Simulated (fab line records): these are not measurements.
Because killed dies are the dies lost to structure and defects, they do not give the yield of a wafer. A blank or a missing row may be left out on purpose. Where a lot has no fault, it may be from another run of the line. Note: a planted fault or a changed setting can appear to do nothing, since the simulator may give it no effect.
3 desks looking at one fault	flow nand-harc	only its own numbers are on each desk; what lay behind them is given at the end

FROM THE METROLOGY DESK
Means of the sampled wafers that have a number, per lot and without regard to the tool the lot ran on: this is what the gauges read. Any lot whose mean is over 4 standard deviations away from the usual mean is out of limits and marked OUT; that distance is given in the brackets.
Columns: A = thk-nm at NHARC_A_ONON_D1_THK_MEAS_18, usual 1003 nm
lot	first seen here	A
L698	day 8 05:52	1001
L701	day 8 20:20	984
L700	day 8 20:21	1008
L702	day 9 04:05	1014
L705	day 9 16:25	1003
L706	day 9 22:52	1007
L708	day 9 22:52	996
L707	day 9 23:13	992
L711	day 11 05:37	953 (-5.2) OUT
L713	day 11 21:05	972
L717	day 12 11:29	1010
L718	day 12 21:41	1009
L719	day 12 21:41	997
L720	day 13 14:25	999
This desk's finding: out of limits on L711; first on L711, day 11 05:37 (thk-nm at NHARC_A_ONON_D1_THK_MEAS_18). L698, L701, L700, L702, L705, L706, L708, L707, L713, L717, L718, L719, L720: within limits.

THE DEFECT DESK
What the inspections along the route counted, lot by lot: means of the sampled wafers that have a number. Any lot whose mean is over 4 standard deviations away from the usual mean is out of limits and marked OUT; that distance is given in the brackets.
Columns: A = raw-defect-count at NHARC_A_ZERO_WELL_INSPECT_17, usual 10
lot	first seen here	A
L698	day 6 22:25	10
L701	day 7 09:07	4
L700	day 7 09:38	24
L702	day 7 20:43	5
L705	day 8 08:01	9
L706	day 8 15:01	13
L707	day 8 17:53	12
L708	day 8 18:43	10
L711	day 10 00:10	8
L713	day 10 11:43	8
L717	day 11 04:42	6
L719	day 11 14:25	10
L718	day 11 15:57	8
L720	day 12 05:20	6
Finding of this desk: none of the 14 lots has anything out of limits.

AT THE TOOL OWNER'S DESK: pecvd-onon-02
The tool's own readings at NHARC_A_ONON_D1_DEP_16 (target thk 1000 nm): means of the sampled wafers that have a number, for each lot that ran on this tool. Any lot whose mean is over 4 standard deviations away from the usual mean is out of limits and marked OUT; that distance is given in the brackets.
Columns: A = sih4-flow-sccm at NHARC_A_ONON_D1_DEP_16, usual 210.1 sccm
lot	first seen here	A
L698	day 8 05:21	210.8
L701	day 8 19:53	209.9
L702	day 9 03:37	210.3
L705	day 9 15:54	210.8
L708	day 9 22:22	209.6
L707	day 9 22:43	210.5
L711	day 11 05:10	210.5
L713	day 11 20:38	209.4
Finding of this desk: none of the 8 lots has anything out of limits.

TAKEN TOGETHER
An alarm was possible from the metrology desk at day 11 05:37, on L711.
The defect desk saw nothing out of limits.
The desk of the tool owner found nothing out of limits.
The defect desk has L711 on record, within its limits.
On record at the tool owner's desk: L711, within its limits.
The lots listed all ran NHARC_A_ONON_D1_DEP_16 on pecvd-onon-02.

WHAT THE SIMULATOR HAD PUT IN
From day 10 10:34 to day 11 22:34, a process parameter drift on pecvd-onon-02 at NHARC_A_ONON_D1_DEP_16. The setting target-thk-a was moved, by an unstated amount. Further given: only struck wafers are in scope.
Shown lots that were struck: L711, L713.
Hours from the fault's start to each desk's first reading out of limits: the metrology desk, 19.
